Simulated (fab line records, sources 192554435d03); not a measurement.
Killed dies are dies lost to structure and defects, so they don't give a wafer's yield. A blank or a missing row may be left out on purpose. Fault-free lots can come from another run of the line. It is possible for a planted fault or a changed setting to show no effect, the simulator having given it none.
fab line records	flow n5Finfet
record: lots: 24	wafers: 72	lastDay: 19
route steps=1938 shown BEOL_M1@787 BEOL_M2@856
lots with no fault: from the same line, run without faults
startH: the number of hours between the record's first day and the start of the first shown wafer of the lot	waitH: hours since the lot's step before	" repeats the value in the row above	L1.1+2: a single row standing in for several wafers	- no value present, or no start provided	* or withheld: withheld	< > ~ a bound
route shown NAME@n: names a module that has steps shown in the file, with the first one's number in the route	usual: mean/standard deviation taken from wafers without a fault	same: alike in all rows	chamber/n: place in a boat	sites: the reading at each site	_std_site: standard deviation of those values	_edge_site: outer sites' mean less inner sites'	radiusMm: for every site, how far away it sits from the centre of the wafer	mask NAME#n: copy n	behind: the last tool/chamber to shape the wafer	hold: reason for holding the lot/hours on hold/outcome of the hold	device: the transistor (n, p or np) that didn't switch	end of line: the route-end tests of the same wafers	step lacking rows: just its recipe	killed: the dies lost at the first sort to structure and to defects; this is not the yield of the wafer	map: dies across one wafer; x = killed, . = not, _ = none there
set.NAME: the run value of the setting; set.NAME@STEP: its run value at that earlier step	model.NAME: the simulator's own value behind a step, which no gauge read
steps of the route over a sample of lots; a table a step, a row a wafer
services: a tool's chamber out of use, with start hour (startH, from the record's first day; less than 0 if before it), hours out, and reason
== steps ==
step: N5_BEOL_M1_OVL_MEAS_29
recipe: pointsPerWafer: 522
usual: V0_OVL: 0.1/0.62
lot.wafer	tool	chamber	startH	waitH	V0_OVL[nm]
L074.2	overlay-02	0	122.00	0.0	-0.1
L074.3	"	0	"	"	0.6
L074.5	"	0	"	"	0.1
L076.1	overlay-02	0	135.23	0.0	0.1
L076.2	"	0	"	"	0.8
L076.5	"	0	"	"	0.7
L075.2	overlay-01	0	135.52	0.0	-0.2
L075.4	"	0	"	"	0.5
L075.6	"	0	"	"	0.1
L077.2	overlay-02	0	150.25	0.0	1.3
L077.4	"	0	"	"	0.6
L077.6	"	0	"	"	1.6
L078.2	overlay-02	0	150.35	0.0	0.5
L078.3	"	0	"	"	0.2
L078.5	"	0	"	"	0.6
L079.1	overlay-02	0	154.12	0.0	-0.8
L079.2	"	0	"	"	-0.8
L079.4	"	0	"	"	-0.3
L080.3	overlay-02	0	158.07	0.0	-0.6
L080.5	"	0	"	"	-0.4
L080.6	"	0	"	"	0.1
L081.2	overlay-01	0	166.80	0.0	-0.2
L081.3	"	0	"	"	-0.6
L081.5	"	0	"	"	-0.4
L082.1	overlay-02	0	171.97	0.0	0.1
L082.3	"	0	"	"	0.8
L082.4	"	0	"	"	-0.2
L083.1	overlay-02	0	172.21	0.0	-0.3
L083.3	"	0	"	"	-0.3
L083.5	"	0	"	"	-0.3
L084.2	overlay-02	0	179.83	0.0	0.6
L084.4	"	0	"	"	0.2
L084.6	"	0	"	"	0.5
L085.1	overlay-02	0	194.79	0.0	1.2
L085.4	"	0	"	"	0.8
L085.5	"	0	"	"	1.9
L086.1	overlay-02	0	199.33	0.0	0.1
L086.3	"	0	"	"	0.4
L086.4	"	0	"	"	-0.4
L087.1	overlay-02	0	201.85	0.0	-0.3
L087.2	"	0	"	"	-0.3
L087.5	"	0	"	"	0.0
L088.2	overlay-02	0	205.04	0.1	0.0
L088.3	"	0	"	"	-1.1
L088.5	"	0	"	"	-0.1
L089.2	overlay-02	0	218.00	0.0	-0.3
L089.3	"	0	"	"	0.1
L089.4	"	0	"	"	-0.6
L090.1	overlay-02	0	218.94	0.3	-0.3
L090.3	"	0	"	"	0.0
L090.6	"	0	"	"	-0.9
L091.2	overlay-01	0	227.12	0.0	-0.3
L091.5	"	0	"	"	0.3
L091.6	"	0	"	"	-0.5
L092.1	overlay-02	0	232.07	0.0	0.1
L092.5	"	0	"	"	-0.7
L092.6	"	0	"	"	0.6
L093.2	overlay-01	0	242.15	0.0	-0.2
L093.4	"	0	"	"	0.9
L093.6	"	0	"	"	0.6
L094.2	overlay-02	0	242.21	0.0	-0.1
L094.5	"	0	"	"	0.1
L094.6	"	0	"	"	0.9
L095.2	overlay-01	0	252.14	0.0	1.3
L095.5	"	0	"	"	0.5
L095.6	"	0	"	"	0.6
L096.1	overlay-02	0	261.04	0.0	0.4
L096.3	"	0	"	"	-0.2
L096.4	"	0	"	"	0.3
L097.2	overlay-01	0	263.47	0.0	0.5
L097.3	"	0	"	"	0.5
L097.5	"	0	"	"	1.2
step: N5_BEOL_M1_ALD_98
recipe: material: SiO2	targetThkA: 25	tempC: 100	aldPrecursorFamily: BDEAS	aldCoReactant: O2-plasma	pulseTimeS: 1	coReactantPulseTimeS: 1	purgeTimeS: 2	coReactantPurgeTimeS: 2	aldCycles: 17	pressureTorr: 2
usual: heaterPowerW: 76/9.1	precursorPulseHeightRel: 0.999/0.02
same: pulseTimeS: 1
lot.wafer	tool	chamber	startH	waitH	heaterPowerW	precursorPulseHeightRel
L074.2	aldSin-04	2	122.64	0.4	86	1.037
L074.3	"	1	"	"	71	1.010
L074.5	"	2	"	"	86	0.974
L076.1	aldSin-04	2	135.51	0.1	84	0.972
L076.2	"	1	"	"	71	1.014
L076.5	"	2	"	"	86	1.018
L075.2	aldSin-04	0	135.74	0.1	59	1.016
L075.4	"	3	"	"	72	0.981
L075.6	"	2	"	"	87	0.970
L077.2	aldSin-01	0	150.49	0.1	78	0.969
L077.4	"	2	"	"	75	0.983
L077.6	"	2	"	"	77	0.991
L078.2	aldSin-04	2	150.64	0.1	84	1.019
L078.3	"	3	"	"	73	0.976
L078.5	"	2	"	"	86	0.992
L079.1	aldSin-04	2	154.35	0.1	84	1.017
L079.2	"	0	"	"	59	0.986
L079.4	"	1	"	"	70	0.975
L080.3	aldSin-02	1	158.28	0.1	72	1.001
L080.5	"	0	"	"	76	0.967
L080.6	"	3	"	"	71	0.993
L081.2	aldSin-04	2	167.03	0.1	87	1.000
L081.3	"	3	"	"	72	1.003
L081.5	"	1	"	"	68	1.012
L082.1	aldSin-02	1	172.22	0.1	73	0.996
L082.3	"	2	"	"	87	0.988
L082.4	"	0	"	"	77	0.997
L083.1	aldSin-04	3	173.52	1.1	73	0.968
L083.3	"	1	"	"	69	0.995
L083.5	"	0	"	"	59	1.045
L084.2	aldSin-04	0	180.65	0.4	60	1.022
L084.4	"	1	"	"	71	0.986
L084.6	"	1	"	"	70	0.979
L085.1	aldSin-02	2	195.06	0.1	87	1.012
L085.4	"	1	"	"	72	0.951
L085.5	"	1	"	"	74	0.990
L086.1	aldSin-02	1	199.82	0.1	72	1.001
L086.3	"	0	"	"	76	1.003
L086.4	"	3	"	"	69	1.020
L087.1	aldSin-02	2	202.62	0.6	91	0.991
L087.2	"	0	"	"	78	1.050
L087.5	"	0	"	"	78	1.021
L088.2	aldSin-01	3	205.46	0.2	89	0.992
L088.3	"	2	"	"	74	1.043
L088.5	"	2	"	"	74	1.011
L089.2	aldSin-04	2	218.46	0.2	87	1.006
L089.3	"	1	"	"	70	1.012
L089.4	"	0	"	"	59	0.988
L090.1	aldSin-04	0	219.17	0.1	60	1.015
L090.3	"	3	"	"	73	1.008
L090.6	"	3	"	"	73	0.988
L091.2	aldSin-02	0	227.71	0.4	77	0.997
L091.5	"	2	"	"	91	0.959
L091.6	"	3	"	"	70	0.979
L092.1	aldSin-01	0	233.00	0.3	79	1.008
L092.5	"	2	"	"	75	1.008
L092.6	"	3	"	"	87	1.009
L093.2	aldSin-04	1	242.50	0.1	69	1.014
L093.4	"	2	"	"	85	0.974
L093.6	"	3	"	"	73	0.977
L094.2	aldSin-01	1	242.61	0.1	90	1.023
L094.5	"	0	"	"	79	0.988
L094.6	"	3	"	"	88	0.981
L095.2	aldSin-02	1	252.36	0.1	72	1.026
L095.5	"	1	"	"	72	0.990
L095.6	"	2	"	"	88	0.975
L096.1	aldSin-02	1	261.90	0.7	73	1.024
L096.3	"	0	"	"	79	0.990
L096.4	"	2	"	"	91	1.029
L097.2	aldSin-04	3	264.15	0.4	72	1.002
L097.3	"	1	"	"	70	0.988
L097.5	"	3	"	"	75	1.040
step: N5_BEOL_M1_SURFACE_TREAT_85
recipe: gas: Ar	timeS: *	ionEnergyEv: *	ionCurrentMaCm2: 0.5	pressureMtorr: *	arFlowSccm: 30
usual: throttleValvePct: *
same: timeS: *
lot.wafer	tool	chamber	startH	waitH	throttleValvePct
L074.2	pvdSputter-01	-	131.11	0.1	*
L074.3	"	-	"	"	*
L074.5	"	-	"	"	*
L075.2	pvdSputter-03	-	145.36	0.2	*
L075.4	"	-	"	"	*
L075.6	"	-	"	"	*
L076.1	pvdSputter-02	-	153.32	0.2	*
L076.2	"	-	"	"	*
L076.5	"	-	"	"	*
L077.2	pvdSputter-02	-	153.36	0.2	*
L077.4	"	-	"	"	*
L077.6	"	-	"	"	*
L078.2	pvdSputter-03	-	156.29	0.1	*
L078.3	"	-	"	"	*
L078.5	"	-	"	"	*
L079.1	pvdSputter-01	-	156.63	0.2	*
L079.2	"	-	"	"	*
L079.4	"	-	"	"	*
L080.3	pvdSputter-03	-	166.42	0.1	*
L080.5	"	-	"	"	*
L080.6	"	-	"	"	*
L081.2	pvdSputter-02	-	170.76	0.2	*
L081.3	"	-	"	"	*
L081.5	"	-	"	"	*
L082.1	pvdSputter-02	-	173.73	0.3	*
L082.3	"	-	"	"	*
L082.4	"	-	"	"	*
L083.1	pvdSputter-02	-	185.75	0.2	*
L083.3	"	-	"	"	*
L083.5	"	-	"	"	*
L084.2	pvdSputter-01	-	188.75	0.1	*
L084.4	"	-	"	"	*
L084.6	"	-	"	"	*
L086.1	pvdSputter-02	-	201.13	0.2	*
L086.3	"	-	"	"	*
L086.4	"	-	"	"	*
L087.1	pvdSputter-03	-	204.57	0.2	*
L087.2	"	-	"	"	*
L087.5	"	-	"	"	*
L085.1	pvdSputter-02	-	210.11	0.2	*
L085.4	"	-	"	"	*
L085.5	"	-	"	"	*
L088.2	pvdSputter-03	-	213.59	0.2	*
L088.3	"	-	"	"	*
L088.5	"	-	"	"	*
L089.2	pvdSputter-02	-	226.22	0.2	*
L089.3	"	-	"	"	*
L089.4	"	-	"	"	*
L090.1	pvdSputter-02	-	226.86	0.6	*
L090.3	"	-	"	"	*
L090.6	"	-	"	"	*
L091.2	pvdSputter-02	-	246.05	0.3	*
L091.5	"	-	"	"	*
L091.6	"	-	"	"	*
L092.1	pvdSputter-01	-	246.08	0.1	*
L092.5	"	-	"	"	*
L092.6	"	-	"	"	*
L093.2	pvdSputter-02	-	250.69	0.2	*
L093.4	"	-	"	"	*
L093.6	"	-	"	"	*
L095.2	pvdSputter-03	-	259.62	0.1	*
L095.5	"	-	"	"	*
L095.6	"	-	"	"	*
L094.2	pvdSputter-01	-	263.07	0.1	*
L094.5	"	-	"	"	*
L094.6	"	-	"	"	*
L096.1	pvdSputter-01	-	269.91	0.4	*
L096.3	"	-	"	"	*
L096.4	"	-	"	"	*
L097.2	pvdSputter-01	-	269.95	0.4	*
L097.3	"	-	"	"	*
L097.5	"	-	"	"	*
step: N5_BEOL_M1_ANNEAL_80
recipe: tempC: 400	timeS: 240	ambient: vacuum
usual: heaterPowerW: 810/45
same: timeS: 240
lot.wafer	tool	chamber	startH	waitH	heaterPowerW
L074.2	pvdSputter-01	-	131.85	0.0	690
L074.3	"	-	"	"	852
L074.5	"	-	"	"	714
L075.2	pvdSputter-03	-	145.90	0.0	836
L075.4	"	-	"	"	802
L075.6	"	-	"	"	847
L076.1	pvdSputter-03	-	153.91	0.0	826
L076.2	"	-	"	"	844
L076.5	"	-	"	"	833
L077.2	pvdSputter-01	-	153.99	0.0	793
L077.4	"	-	"	"	840
L077.6	"	-	"	"	737
L078.2	pvdSputter-03	-	156.81	0.0	839
L078.3	"	-	"	"	860
L078.5	"	-	"	"	834
L079.1	pvdSputter-01	-	157.17	0.0	835
L079.2	"	-	"	"	821
L079.4	"	-	"	"	768
L080.3	pvdSputter-01	-	166.96	0.0	785
L080.5	"	-	"	"	851
L080.6	"	-	"	"	776
L081.2	pvdSputter-03	-	171.30	0.0	832
L081.3	"	-	"	"	811
L081.5	"	-	"	"	833
L082.1	pvdSputter-02	-	174.57	0.0	862
L082.3	"	-	"	"	791
L082.4	"	-	"	"	811
L083.1	pvdSputter-01	-	186.95	0.0	709
L083.3	"	-	"	"	813
L083.5	"	-	"	"	802
L084.2	pvdSputter-03	-	189.41	0.0	804
L084.4	"	-	"	"	819
L084.6	"	-	"	"	818
L086.1	pvdSputter-01	-	203.31	0.0	850
L086.3	"	-	"	"	818
L086.4	"	-	"	"	705
L087.1	pvdSputter-03	-	205.17	0.0	838
L087.2	"	-	"	"	815
L087.5	"	-	"	"	821
L085.1	pvdSputter-03	-	210.73	0.0	837
L085.4	"	-	"	"	811
L085.5	"	-	"	"	803
L088.2	pvdSputter-03	-	214.25	0.0	808
L088.3	"	-	"	"	803
L088.5	"	-	"	"	840
L089.2	pvdSputter-02	-	227.20	0.0	885
L089.3	"	-	"	"	823
L089.4	"	-	"	"	793
L090.1	pvdSputter-01	-	228.91	0.0	783
L090.3	"	-	"	"	718
L090.6	"	-	"	"	829
L091.2	pvdSputter-01	-	246.84	0.0	802
L091.5	"	-	"	"	788
L091.6	"	-	"	"	858
L092.1	pvdSputter-01	-	248.68	0.0	811
L092.5	"	-	"	"	828
L092.6	"	-	"	"	692
L093.2	pvdSputter-02	-	251.47	0.0	885
L093.4	"	-	"	"	797
L093.6	"	-	"	"	779
L095.2	pvdSputter-03	-	260.14	0.0	843
L095.5	"	-	"	"	829
L095.6	"	-	"	"	843
L094.2	pvdSputter-01	-	263.81	0.0	844
L094.5	"	-	"	"	769
L094.6	"	-	"	"	684
L096.1	pvdSputter-02	-	270.63	0.0	807
L096.3	"	-	"	"	831
L096.4	"	-	"	"	770
L097.2	pvdSputter-01	-	272.23	0.0	806
L097.3	"	-	"	"	813
L097.5	"	-	"	"	848
step: N5_BEOL_M2_INSPECT_13
recipe: mode: adi	inspectInstrument: brightfield
usual: rawDefectCount: 380/100
lot.wafer	tool	chamber	startH	waitH	rawDefectCount
L074.2	defectInspect-01	-	136.94	0.0	435
L074.3	"	-	"	"	323
L074.5	"	-	"	"	310
L075.2	defectInspect-01	-	149.74	0.0	345
L075.4	"	-	"	"	325
L075.6	"	-	"	"	421
L076.1	defectInspect-01	-	157.50	0.1	290
L076.2	"	-	"	"	299
L076.5	"	-	"	"	308
L077.2	defectInspect-01	-	159.17	0.0	362
L077.4	"	-	"	"	314
L077.6	"	-	"	"	312
L078.2	defectInspect-02	-	160.85	0.0	479
L078.3	"	-	"	"	460
L078.5	"	-	"	"	674
L079.1	defectInspect-01	-	161.15	0.1	258
L079.2	"	-	"	"	326
L079.4	"	-	"	"	272
L080.3	defectInspect-02	-	170.87	0.0	366
L080.5	"	-	"	"	331
L080.6	"	-	"	"	288
L081.2	defectInspect-01	-	175.34	0.0	334
L081.3	"	-	"	"	326
L081.5	"	-	"	"	460
L082.1	defectInspect-02	-	179.01	0.1	356
L082.3	"	-	"	"	354
L082.4	"	-	"	"	383
L083.1	defectInspect-01	-	192.14	0.1	364
L083.3	"	-	"	"	202
L083.5	"	-	"	"	252
L084.2	defectInspect-02	-	193.11	0.1	416
L084.4	"	-	"	"	354
L084.6	"	-	"	"	418
L086.1	defectInspect-02	-	208.93	0.1	522
L086.3	"	-	"	"	368
L086.4	"	-	"	"	511
L087.1	defectInspect-02	-	209.41	0.1	356
L087.2	"	-	"	"	371
L087.5	"	-	"	"	413
L085.1	defectInspect-02	-	214.25	0.1	457
L085.4	"	-	"	"	415
L085.5	"	-	"	"	511
L088.2	defectInspect-01	-	218.56	0.0	299
L088.3	"	-	"	"	319
L088.5	"	-	"	"	319
L089.2	defectInspect-02	-	231.02	0.0	290
L089.3	"	-	"	"	279
L089.4	"	-	"	"	359
L090.1	defectInspect-01	-	234.09	0.1	445
L090.3	"	-	"	"	249
L090.6	"	-	"	"	312
L091.2	defectInspect-01	-	250.66	0.0	401
L091.5	"	-	"	"	404
L091.6	"	-	"	"	381
L092.1	defectInspect-01	-	253.50	0.1	427
L092.5	"	-	"	"	438
L092.6	"	-	"	"	420
L093.2	defectInspect-01	-	256.89	0.0	356
L093.4	"	-	"	"	388
L093.6	"	-	"	"	352
L095.2	defectInspect-01	-	263.68	0.0	483
L095.5	"	-	"	"	394
L095.6	"	-	"	"	344
L094.2	defectInspect-02	-	269.45	0.0	670
L094.5	"	-	"	"	676
L094.6	"	-	"	"	551
L096.1	defectInspect-02	-	274.83	0.1	355
L096.3	"	-	"	"	390
L096.4	"	-	"	"	524
L097.2	defectInspect-01	-	275.65	0.0	370
L097.3	"	-	"	"	432
L097.5	"	-	"	"	344
step: N5_BEOL_M2_ETCH_63
recipe: chemistry: CF4	target: SiARC	targetDepthA: 156	maskMaterial: CAR-EUV	timeS: 26	ionEnergyEv: 80	pressureMtorr: 40	sourceW: 545	biasW: 36	Ar_flow_sccm: 100	cf4FlowSccm: 100	ends: cleared
usual: biasW: 36.00/0.12	drypumpMotorCurrentA: 5.9/0.51	etchRfOnTimeS: 26.0/0.34	oesProductAu: 0.68/0.068	rfVppV: 184.6/1.1	showerheadPlenumPTorr: 2.19/0.07	throttleValvePct: 15.61/0.19
lot.wafer	tool	chamber	startH	waitH	biasW	drypumpMotorCurrentA	etchRfOnTimeS	oesProductAu	rfHoursCounterH	rfVppV	showerheadPlenumPTorr	throttleValvePct
L074.2	rieDiel-03	1	137.03	0.0	35.86	6.7	26.3	0.65	158	183.9	2.22	15.30
L074.3	"	3	"	"	36.03	6.1	25.4	0.67	138	184.8	2.14	15.62
L074.5	"	1	"	"	36.06	6.7	26.2	0.64	-	184.6	2.22	15.30
L075.2	rieDiel-02	3	149.94	0.0	35.99	5.8	25.4	0.72	84	185.8	2.25	15.72
L075.4	"	1	"	"	35.80	5.0	26.2	0.76	26	183.9	2.10	15.40
L075.6	"	1	"	"	36.05	5.0	26.2	0.76	-	183.5	2.10	15.42
L076.1	rieDiel-02	3	157.59	0.0	36.12	5.8	25.6	0.72	87	184.9	2.25	15.72
L076.2	"	1	"	"	35.80	4.9	26.2	0.76	29	183.3	2.10	15.44
L076.5	"	2	"	"	35.90	6.0	26.3	0.59	-	182.5	2.03	15.98
L077.2	rieDiel-03	2	159.26	0.0	36.09	5.8	26.2	0.76	23	185.9	2.27	15.65
L077.4	"	1	"	"	35.75	6.7	26.4	0.64	-	184.7	2.21	15.30
L077.6	"	3	"	"	35.97	6.1	25.6	0.65	-	182.9	2.14	15.63
L078.2	rieDiel-05	0	160.96	0.0	36.00	5.6	25.7	0.65	122	184.6	2.24	15.72
L078.3	"	3	"	"	35.88	6.4	25.9	0.62	181	184.3	2.22	15.80
L078.5	"	3	"	"	35.88	6.4	25.9	0.62	-	186.5	2.22	15.81
L079.1	rieDiel-02	1	161.24	0.0	35.96	5.0	26.2	0.75	30	182.4	2.09	15.42
L079.2	"	0	"	"	35.99	6.2	26.4	0.62	176	183.7	2.23	15.66
L079.4	"	2	"	"	36.19	6.1	26.1	0.59	243	182.3	2.03	15.98
L080.3	rieDiel-02	2	170.96	0.0	36.16	6.1	26.1	0.59	246	182.9	2.03	15.98
L080.5	"	0	"	"	36.07	6.2	26.3	0.62	-	185.9	2.23	15.67
L080.6	"	3	"	"	35.98	5.8	25.3	0.72	-	185.9	2.25	15.72
L081.2	rieDiel-05	1	175.43	0.0	35.86	4.9	26.2	0.75	46	184.5	2.09	15.35
L081.3	"	2	"	"	36.21	5.9	26.1	0.60	225	184.6	2.20	15.51
L081.5	"	2	"	"	36.12	5.9	26.3	0.60	-	184.4	2.20	15.51
L082.1	rieDiel-03	0	179.10	0.0	36.05	6.4	25.9	0.82	3	184.0	2.19	15.26
L082.3	"	1	"	"	36.21	6.7	26.2	0.63	177	184.6	2.21	15.33
L082.4	"	2	"	"	36.10	5.8	25.9	0.76	30	186.1	2.27	15.64
L083.1	rieDiel-03	1	192.25	0.0	35.99	6.7	26.4	0.63	181	183.9	2.21	15.33
L083.3	"	2	"	"	36.14	5.8	25.9	0.75	35	185.5	2.27	15.68
L083.5	"	0	"	"	35.92	6.4	26.0	0.79	-	184.4	2.19	15.30
L084.2	rieDiel-05	1	193.44	0.0	36.03	4.9	25.7	0.75	53	182.7	2.09	15.35
L084.4	"	2	"	"	36.09	5.9	26.0	0.60	231	185.1	2.20	15.50
L084.6	"	0	"	"	36.22	5.7	25.6	0.64	-	185.7	2.23	15.73
L086.1	rieDiel-03	1	209.58	0.0	35.87	6.7	26.0	0.63	188	185.2	2.21	15.36
L086.3	"	0	"	"	36.03	6.4	26.0	0.78	14	184.2	2.19	15.31
L086.4	"	2	"	"	36.02	5.8	25.6	0.74	41	184.4	2.26	15.68
L087.1	rieDiel-02	3	209.83	0.0	35.98	5.8	25.6	0.70	103	185.6	2.25	15.74
L087.2	"	1	"	"	36.25	5.0	26.5	0.74	47	184.8	2.09	15.43
L087.5	"	3	"	"	36.02	5.8	25.6	0.70	-	184.2	2.25	15.74
L085.1	rieDiel-02	0	214.34	0.0	36.03	6.2	26.3	0.61	194	184.5	2.22	15.70
L085.4	"	1	"	"	36.12	4.9	26.4	0.73	49	182.8	2.09	15.46
L085.5	"	2	"	"	36.21	6.0	26.4	0.80	-	185.9	2.28	15.49
L088.2	rieDiel-05	2	218.68	0.0	35.86	5.9	26.5	0.59	242	185.2	2.20	15.54
L088.3	"	3	"	"	36.04	6.4	25.9	0.61	202	183.6	2.21	15.86
L088.5	"	2	"	"	36.11	5.9	26.6	0.59	-	184.1	2.20	15.54
L089.2	rieDiel-05	2	231.10	0.0	35.93	5.9	26.4	0.58	248	184.4	2.19	15.56
L089.3	"	0	"	"	36.13	5.7	25.9	0.63	147	185.7	2.23	15.76
L089.4	"	1	"	"	36.02	4.9	26.3	0.72	69	183.4	2.08	15.39
L090.1	rieDiel-02	0	234.24	0.0	35.93	6.2	26.5	0.60	200	184.9	2.22	15.69
L090.3	"	1	"	"	36.08	5.0	26.6	0.72	55	184.4	2.09	15.47
L090.6	"	0	"	"	35.86	6.2	26.4	0.61	-	185.9	2.22	15.71
L091.2	rieDiel-02	2	250.75	0.0	35.89	6.0	26.1	0.78	14	185.6	2.27	15.52
L091.5	"	1	"	"	35.98	5.0	26.4	0.72	-	181.8	2.09	15.49
L091.6	"	2	"	"	36.10	6.0	26.3	0.78	-	184.7	2.27	15.51
L092.1	rieDiel-02	2	253.92	0.0	36.09	6.0	25.9	0.78	16	185.3	2.27	15.51
L092.5	"	3	"	"	35.90	5.8	25.6	0.69	-	186.0	2.24	15.78
L092.6	"	2	"	"	36.01	6.1	26.1	0.77	-	185.5	2.27	15.52
L093.2	rieDiel-05	1	256.97	0.0	35.92	4.9	26.2	0.71	79	184.0	2.08	15.42
L093.4	"	3	"	"	35.86	6.3	25.7	0.60	-	183.9	2.20	15.89
L093.6	"	1	"	"	35.84	4.9	26.3	0.71	-	183.1	2.08	15.41
L095.2	rieDiel-02	0	263.77	0.0	36.15	6.2	26.4	0.60	210	184.6	2.22	15.75
L095.5	"	2	"	"	36.13	6.1	26.4	0.76	-	186.2	2.27	15.51
L095.6	"	3	"	"	36.07	5.8	25.6	0.69	-	183.5	2.24	15.78
L094.2	rieDiel-02	0	269.54	0.0	36.17	6.2	26.2	0.60	212	185.2	2.22	15.74
L094.5	"	1	"	"	35.95	5.0	26.3	0.71	-	184.1	2.08	15.50
L094.6	"	0	"	"	36.00	6.2	26.0	0.60	-	184.5	2.22	15.72
L096.1	rieDiel-05	3	274.92	0.0	36.01	6.4	26.2	0.59	224	184.6	2.20	15.92
L096.3	"	1	"	"	35.92	4.9	26.2	0.71	82	181.8	2.08	15.44
L096.4	"	0	"	"	35.76	5.7	26.1	0.61	162	186.3	2.22	15.80
L097.2	rieDiel-02	0	276.12	0.0	35.85	6.2	26.3	0.60	215	183.9	2.21	15.74
L097.3	"	3	"	"	36.03	5.8	25.7	0.68	125	185.7	2.24	15.79
L097.5	"	1	"	"	36.20	5.0	26.4	0.71	-	182.0	2.08	15.50
== services ==
tool	chamber	startH	hours	kind
rieDiel-03	-	99.11	2.8	pm
aldSin-04	0	101.09	-	clean
aldSin-04	1	101.09	-	clean
aldSin-04	2	101.09	-	clean
aldSin-04	3	101.09	-	clean
aldSin-01	3	111.50	1.7	repair
aldSin-01	3	118.03	6.7	repair
rieDiel-02	3	127.94	2.0	repair
pvdSputter-01	-	139.40	1.8	repair
aldSin-01	-	177.36	14.0	pm
pvdSputter-02	-	186.11	7.3	repair
rieDiel-02	2	187.65	-	clean
rieDiel-02	2	187.65	-	consumableReplace:focusRing
rieDiel-02	2	187.65	-	consumableReplace:showerhead
aldSin-01	-	191.36	6.1	pm
rieDiel-05	3	191.40	1.4	repair
aldSin-04	2	205.60	7.8	repair
aldSin-01	0	221.18	1.7	repair
rieDiel-03	1	222.81	2.7	repair
aldSin-02	2	230.21	15.0	repair
rieDiel-02	0	236.29	1.6	repair
rieDiel-05	2	248.47	1.5	repair
rieDiel-03	0	253.76	5.9	repair
aldSin-01	-	257.88	6.0	pm
== key ==
fault none
